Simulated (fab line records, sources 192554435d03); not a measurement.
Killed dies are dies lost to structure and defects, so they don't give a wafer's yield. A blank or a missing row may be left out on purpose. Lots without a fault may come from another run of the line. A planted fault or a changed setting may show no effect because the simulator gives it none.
Chamber matching | flow n5_finfet | N5_BEOL_M15_VIA_ETCH_16 on rie_diel-01: 4 sister chambers
The step etches SiO2 in C4F8/O2/Ar, target depth 1792.2 nm. 4 wafers are shown with their chamber, then 9 later ones without.

WAFERS WITH THEIR CHAMBER
wafer  | chamber | rf_vpp_V (V)
L081.3 | 0       | 2143
L089.1 | 3       | 2203
L089.3 | 1       | 2223
L089.4 | 2       | 2261

WAFERS WITHOUT THEIR CHAMBER
wafer  | rf_vpp_V (V)
L088.1 | 2223
L088.4 | 2203
L088.5 | 2263
L091.1 | 2140
L091.4 | 2224
L091.5 | 2141
L093.1 | 2204
L093.4 | 2141
L093.6 | 2224

WHICH CHAMBER EACH WENT THROUGH
wafer  | from the rows above | in truth
L088.1 | 1                   | 1
L088.4 | 3                   | 3
L088.5 | 2                   | 2
L091.1 | 0                   | 0
L091.4 | 1                   | 1
L091.5 | 0                   | 0
L093.1 | 3                   | 3
L093.4 | 0                   | 0
L093.6 | 1                   | 1
Placed correctly: 9 of 9. Can't be placed from these rows: 0. Placed wrongly: 0.
How it was worked out, from the rows above alone: a wafer's distance from a chamber is the root of the sum, over the readings, of the square of ((its reading less the chamber's mean) divided by the reading's scatter). The wafer belongs to the nearest chamber; if the next one is less than 2 further off, it can't be placed. A chamber's mean is the mean of its shown wafers. The scatter: with one shown wafer a chamber, the root of the mean of the squares of how far each hidden wafer lies from its nearest shown one.
